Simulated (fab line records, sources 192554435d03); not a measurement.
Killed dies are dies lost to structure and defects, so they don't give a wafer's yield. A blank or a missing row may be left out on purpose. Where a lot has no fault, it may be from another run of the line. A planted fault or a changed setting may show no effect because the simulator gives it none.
Chamber matching | flow n5-finfet | N5_FIN_SAQP_PECVD_47 on pecvd-01: 3 sister chambers
The step deposits a-Si from SiH4/He, target thk 45 nm, time 36.3 s. 16 wafers are shown with their chamber, then 8 later ones without.

WAFERS, EACH WITH ITS CHAMBER
wafer  | chamber | showerhead-plenum-p-Torr (Torr) | throttle-valve-pct (%) | rf-fwd-power-W (W)
L074.2 | 2       | 5.71                            | 17.1                   | 98.6
L074.4 | 2       | 5.71                            | 17.0                   | 98.7
L074.6 | 1       | 5.65                            | 18.4                   | 98.1
L078.1 | 1       | 5.63                            | 18.6                   | 98.5
L078.4 | 1       | 5.63                            | 18.7                   | 98.6
L078.5 | 0       | 5.63                            | 18.9                   | 98.8
L079.1 | 0       | 5.59                            | 19.3                   | 99.0
L079.2 | 1       | 5.64                            | 18.5                   | 99.0
L079.3 | 2       | 5.72                            | 16.6                   | 98.7
L083.1 | 0       | 5.60                            | 18.8                   | 99.0
L083.3 | 2       | 5.72                            | 17.0                   | 99.3
L083.5 | 0       | 5.60                            | 19.2                   | 99.1
L089.2 | 0       | 5.60                            | 19.1                   | 99.0
L089.3 | 2       | 5.71                            | 17.0                   | 98.9
L089.5 | 1       | 5.64                            | 18.7                   | 99.2
L090.4 | 2       | 5.71                            | 17.3                   | 98.4

SIGNATURES (means of the wafers above)
reading                  | chamber 0 | chamber 1 | chamber 2 | scatter within a chamber
showerhead-plenum-p-Torr | 5.6040    | 5.6380    | 5.7133    | 0.0101
throttle-valve-pct       | 19.060    | 18.580    | 17.000    | 0.196
rf-fwd-power-W           | 98.980    | 98.680    | 98.767    | 0.312
Rule: for a wafer and a chamber, the distance is found by dividing, reading by reading, the gap between the wafer's reading and the chamber's mean by the reading's scatter, squaring, summing and taking the root. If the next closest chamber is less than 2 further off than the closest, the wafer can't be placed; otherwise it belongs to the closest. The scatter: the root of (the sum of the squares of (reading less its chamber's mean) over the shown wafers, divided by (wafers less chambers)).

WAFERS WITHOUT THEIR CHAMBER
wafer  | showerhead-plenum-p-Torr (Torr) | throttle-valve-pct (%) | rf-fwd-power-W (W)
L090.5 | 5.60                            | 18.8                   | 98.6
L090.6 | 5.64                            | 18.5                   | 98.7
L092.3 | 5.62                            | 19.0                   | 99.0
L092.4 | 5.65                            | 18.5                   | 98.3
L092.5 | 5.61                            | 19.1                   | 98.2
L093.1 | 5.71                            | 17.1                   | 99.2
L093.2 | 5.63                            | 18.4                   | 98.6
L093.6 | 5.71                            | 17.1                   | 99.3

WHICH CHAMBER EACH ONE RAN IN
wafer  | from the rows above     | in truth
L090.5 | 0                       | 0
L090.6 | 1                       | 1
L092.3 | can't be placed: 0 or 1 | 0
L092.4 | 1                       | 1
L092.5 | can't be placed: 0 or 1 | 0
L093.1 | 2                       | 2
L093.2 | 1                       | 1
L093.6 | 2                       | 2
Correctly placed: 6 of 8. From these rows, 2 cannot be placed; in 2 the true chamber is one of the candidates. 0 placed wrongly.
